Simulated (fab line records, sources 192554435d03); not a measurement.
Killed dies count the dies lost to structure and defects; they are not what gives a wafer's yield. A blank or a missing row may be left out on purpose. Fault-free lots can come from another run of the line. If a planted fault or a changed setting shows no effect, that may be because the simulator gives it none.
fab line records -- flow n5_finfet
record: lots: 5, wafers: 13, last_day: 17
route steps=1938 shown STI_FIN_REVEAL@209 DUMMY_GATE@212
lots with no fault: from the same line, run without faults
start_h: start of the lot's first displayed wafer, in hours after the record's first day -- wait_h: hours elapsed since this lot's preceding step -- " identical to the entry in the row above -- L1.1+2: several wafers, shown together as one row -- - no value present, or no start provided -- * or withheld: withheld -- < > ~ a bound
route shown NAME@n: a module of which the file shows steps, and the number in the route of the first -- usual: average and standard deviation across the fault-free wafers -- same: alike in all rows -- chamber/n: place in a boat -- sites: each site's reading -- _std_site: standard deviation of those values -- _edge_site: inner sites' mean taken away from outer sites' mean -- radius_mm: for every site, how far away it sits from the centre of the wafer -- mask NAME#n: copy n -- behind: tool/chamber where the wafer was last shaped -- hold: the reason the lot was held/the length of the hold in hours/how it ended -- device: the n, p or np transistor that did not switch -- end of line: the route-end tests of the same wafers -- a step without rows: its recipe alone -- killed: the dies lost at the first sort to structure and to defects; this is not the yield of the wafer -- map: dies across one wafer; x = killed, . = not, _ = none there
set.NAME: the run value of the setting; set.NAME@STEP: its run value at that earlier step -- model.NAME: the simulator's own value behind a step, which no gauge read
a table for each step, a row for each wafer; lots at some steps of the route
services: the hour from which a tool's chamber was out of use, counted from the record's first day as start_h (under 0 if before that day), plus the number of hours and why
== steps ==
step: N5_STI_FIN_REVEAL_PRECLEAN_18
recipe: chemistry: SC2, time_s: 45, temp_c: 35, mix: 1:1:50
step: N5_STI_FIN_REVEAL_SRD_28
recipe: dry: ipa_marangoni, time_s: 30, temp_c: 23, rinse_liquid: diw
step: N5_DUMMY_GATE_PRECLEAN_00
recipe: chemistry: O3/DIW, time_s: 60, temp_c: 22, o3_ppm: 10
step: N5_DUMMY_GATE_SRD_01
recipe: time_s: 30, temp_c: 23, rinse_liquid: diw, dry: ipa_marangoni
step: N5_DUMMY_GATE_ALD_02
recipe: material: SiO2, target_thk_a: 20, temp_c: 300, ald_precursor_family: BDEAS, ald_co_reactant: O2-plasma, pulse_time_s: 1, pressure_torr: 2
step: N5_DUMMY_GATE_CVD_03
recipe: material: a-Si, target_thk_a: 1500, temp_c: 530, precursor: SiH4, time_s: 8042
step: N5_DUMMY_GATE_PRECLEAN_46
recipe: chemistry: DIW, time_s: 89.5, temp_c: 23
step: N5_DUMMY_GATE_SRD_47
recipe: dry_time_s: 32, dry: n2_spin, spin_rpm: 1500
step: N5_DUMMY_GATE_CMP_04
recipe: material: a-Si, post_cmp_clean: alkaline_brush
step: N5_DUMMY_GATE_HM_DEP_06
recipe: material: SiNx, target_thk_a: 800, precursor: DCS/NH3, temp_c: 700, pressure_mtorr: 300, time_s: 5141
step: N5_DUMMY_GATE_PECVD_30
recipe: material: SiO2, target_thk_a: 550, temp_c: 400, precursor: TEOS/O2, pressure_torr: 6.5, rf_w: withheld, teos_flow_sccm: withheld, gas: O2, flow_sccm: 2650, time_s: 10.8
lot.wafer,tool,chamber,start_h,wait_h,model.SiO2_of_DUMMY_GATE_PECVD_30.thk_nm
L309.1,pecvd-02,0,46.54,0.0,54.2
L309.3,pecvd-02,0,46.54,0.0,55.2
L309.6,pecvd-02,1,46.54,0.0,54.8
L320.3,pecvd-02,1,113.33,0.0,54.8
L320.6,pecvd-02,2,113.33,0.0,39
L321.2,pecvd-02,1,120.26,0.0,54.4
L321.5,pecvd-02,0,120.26,0.0,40.6
L321.6,pecvd-02,1,120.26,0.0,39.8
L324.4,pecvd-02,2,135.62,0.1,54.2
L324.6,pecvd-02,1,135.62,0.1,39.2
L331.3,pecvd-01,1,176.64,0.0,55.4
L331.4,pecvd-01,1,176.64,0.0,55.8
L331.6,pecvd-01,2,176.64,0.0,56.4
step: N5_DUMMY_GATE_COAT_34
recipe: resist: SOC, temp_c: 250, time_s: 60, spin_rpm: 1500, resist_thk_nm: 60
step: N5_DUMMY_GATE_COAT_35
recipe: resist: SiARC, temp_c: 220, time_s: 60, spin_rpm: 1500, resist_thk_nm: 10
step: N5_DUMMY_GATE_COAT_28
recipe: resist: underlayer, temp_c: 205, time_s: 60, spin_rpm: 1500, resist_thk_nm: 10
step: N5_DUMMY_GATE_COAT_09
recipe: resist: CAR-EUV, spin_rpm: 1500, resist_thk_nm: 30
step: N5_DUMMY_GATE_EBR_11
recipe: solvent: PGMEA, ebr_width_mm: 1.5
step: N5_DUMMY_GATE_SOFTBAKE_10
recipe: temp_c: 110, time_s: 60, resist: CAR-EUV
step: N5_DUMMY_GATE_EXPOSE_12
recipe: mask_id: GATE, na: 0.33, source_shape: annular, sigma_inner: 0.2, sigma_outer: 0.6, polarization: unpolarized, target_cd_nm: 25, dose_mj: 34
step: N5_DUMMY_GATE_PEB_13
recipe: peb_temp_c: 100, peb_time_s: 60, resist: CAR-EUV
step: N5_DUMMY_GATE_DEVELOP_14
recipe: develop_time_s: 30, developer: TMAH, resist: CAR-EUV, rinse_liquid: surfactant_rinse, dry: air_spin, dev_temp_c: 23
step: N5_DUMMY_GATE_DESCUM_20
recipe: chemistry: O2, time_s: 6.2, source_power_w: 50, bias_power_w: 20, pressure_mtorr: 20, rf_frequency_hz: 2.712e+07, temp_c: 40, resist: CAR-EUV, o2_flow_sccm: 225
step: N5_DUMMY_GATE_ETCH_29
recipe: chemistry: N2/H2, target: underlayer, target_depth_a: 130, ion_energy_ev: 200, pressure_mtorr: 30, source_w: 840, bias_w: 150, n2_flow_sccm: 200, h2_flow_sccm: 200
step: N5_DUMMY_GATE_ETCH_36
recipe: chemistry: CF4, target: SiARC, target_depth_a: 130, pressure_mtorr: 40, source_w: 545, bias_w: 36, Ar_flow_sccm: 100, cf4_flow_sccm: 100, ion_energy_ev: 80
step: N5_DUMMY_GATE_ETCH_37
recipe: chemistry: N2/H2, target: SOC, target_depth_a: 600, overetch_a: 300, temp_c: 40, ion_energy_ev: 200, pressure_mtorr: 30, source_w: 840, bias_w: 150, n2_flow_sccm: 200, h2_flow_sccm: 200
step: N5_DUMMY_GATE_STRIP_38
recipe: chemistry: N2/H2, temp_c: 40, n2_flow_sccm: 200, h2_flow_sccm: 200, rf_frequency_hz: 6e+07
step: N5_DUMMY_GATE_STRIP_39
recipe: chemistry: N2/H2, temp_c: 40, n2_flow_sccm: 200, h2_flow_sccm: 200, rf_frequency_hz: 6e+07
step: N5_DUMMY_GATE_TRIM_49
recipe: chemistry: O2, resist: SOC, time_s: 29, target_cd_nm: 14, source_power_w: 300, bias_power_w: 0, O2_flow_sccm: 100, temp_c: 20
step: N5_DUMMY_GATE_STRIP_40
recipe: chemistry: CF4, resist: SiARC, power_w: 300, bias_power_w: 75, pressure_mtorr: 50, cf4_flow_sccm: 150, rf_frequency_hz: 6e+07
step: N5_DUMMY_GATE_ETCH_31
recipe: chemistry: C4F6/O2, target: SiO2, mask_material: SOC, target_depth_a: 825, time_s: 27.5, ion_energy_ev: 250, pressure_mtorr: 30, source_w: 345, bias_w: 185, Ar_flow_sccm: 300, C4F6_flow_sccm: 10, O2_flow_sccm: 10
step: N5_DUMMY_GATE_STRIP_41
recipe: chemistry: O2, power_w: 400, temp_c: 40, pressure_mtorr: 30, rf_frequency_hz: 6e+07, bias_power_w: 0, overash_fraction: 0.3, o2_flow_sccm: 225
step: N5_DUMMY_GATE_HM_OPEN_21
recipe: chemistry: CH3F/O2, target: SiNx, target_depth_a: 1200, Ar_flow_sccm: 150, CH3F_flow_sccm: 30, O2_flow_sccm: 23, time_s: 171.4, pressure_mtorr: 30, source_w: 395, bias_w: 73, ion_energy_ev: 120.7
step: N5_DUMMY_GATE_ETCH_32
recipe: chemistry: CF4, target: SiO2, target_depth_a: 35, time_s: 3.9, ion_energy_ev: 350, pressure_mtorr: 10, icp_w: 800, bias_w: 400, cf4_flow_sccm: 80
step: N5_DUMMY_GATE_ETCH_23
recipe: chemistry: HBr/Cl2/O2, HBr_flow_sccm: 150, Cl2_flow_sccm: 80, O2_flow_sccm: 12, bias_w: 102, target_depth_a: 410, time_s: 22.3, target: poly-Si, mask_material: SiO2, pressure_mtorr: 10, icp_w: 800
step: N5_DUMMY_GATE_ETCH_44
recipe: chemistry: HBr/O2, over_etch_frac: 0.7, target_depth_a: 1275, stop_on: SiO2, ion_energy_ev: 60, bias_w: 20, target: poly-Si, mask_material: SiO2, pressure_mtorr: 20, icp_w: 400, HBr_flow_sccm: 120, O2_flow_sccm: 10
usual: drypump_motor_current_A: 5.6/0.42, oes_product_au: 0.736/0.012, throttle_valve_pct: 18.59/0.2
lot.wafer,tool,chamber,start_h,wait_h,drypump_motor_current_A,oes_product_au,rf_hours_counter_h,throttle_valve_pct,model.SiO2_of_DUMMY_GATE_PECVD_30.thk_nm
L309.1,rie_si-03,0,47.76,0.0,5.5,0.739,177,18.46,37
L309.3,rie_si-03,3,47.76,0.0,5.6,0.749,134,18.23,38
L309.6,rie_si-03,2,47.76,0.0,6.2,0.718,-,18.74,37.6
L320.3,rie_si-05,1,114.57,0.0,6.4,0.726,3,18.57,37.6
L320.6,rie_si-05,1,114.57,0.0,6.4,0.717,-,18.57,22
L321.2,rie_si-05,1,121.47,0.0,6.4,0.741,3,18.59,37.6
L321.5,rie_si-05,2,121.47,0.0,5.0,0.757,-,18.57,23.8
L321.6,rie_si-05,3,121.47,0.0,6.1,0.742,-,18.56,23.4
L324.4,rie_si-01,1,136.82,0.0,5.1,0.728,182,18.53,37.2
L324.6,rie_si-01,0,136.82,0.0,5.3,0.752,-,18.44,22.2
L331.3,rie_si-01,2,177.87,0.0,5.7,0.745,163,18.85,38.4
L331.4,rie_si-01,3,177.87,0.0,5.8,0.734,183,18.93,38.8
L331.6,rie_si-01,1,177.87,0.0,5.1,0.732,-,18.54,39.6
== services ==
tool,chamber,start_h,hours,kind
pecvd-02,2,24.60,2.1,scheduled_down
pecvd-02,2,26.74,-,clean
pecvd-02,2,26.74,-,consumable_replace:showerhead
pecvd-02,2,26.74,29.0,scheduled_down
pecvd-02,2,26.74,29.0,vent_cycle
rie_si-03,1,30.52,-,clean
rie_si-03,1,30.52,-,consumable_replace:focus_ring
rie_si-03,1,30.52,12.8,scheduled_down
rie_si-03,1,30.52,12.8,vent_cycle
rie_si-03,0,63.89,4.9,repair
pecvd-02,2,75.30,3.9,repair
pecvd-02,0,80.11,2.1,scheduled_down
pecvd-01,-,99.28,2.8,pm
pecvd-01,2,135.18,6.6,repair
rie_si-03,1,150.75,21.8,repair
== key ==
first_sign none at tools or gauges
model_effect: step: N5_DUMMY_GATE_PECVD_30, value: SiO2_of_DUMMY_GATE_PECVD_30.thk_nm, without: 55.35, struck: 39.65
model_effect: step: N5_DUMMY_GATE_ETCH_44, value: SiO2_of_DUMMY_GATE_PECVD_30.thk_nm, without: 38.5, struck: 22.85
met_at N5_DUMMY_GATE_PECVD_30
struck_wafers L320.6,L321.5,L321.6,L324.6
tester_left_out L320,L321,L324
onset_between 46.54 113.33
fault: kind: process_parameter_drift, tool: pecvd-02, chamber: -, onset_h: 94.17, steps: N5_DUMMY_GATE_PECVD_30, channel: time_s, offset: *, shape: step, end_h: 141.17, scope: struck_wafers_only, acts_in: *, stated: *
tester_left_out: of these lots the tester's yield and bins aren't shown, on N5 and GAA mostly nor the transistor test; their killed dies are dies lost to structure and defects alone, not to doping, threshold or leakage, so they don't give the yield
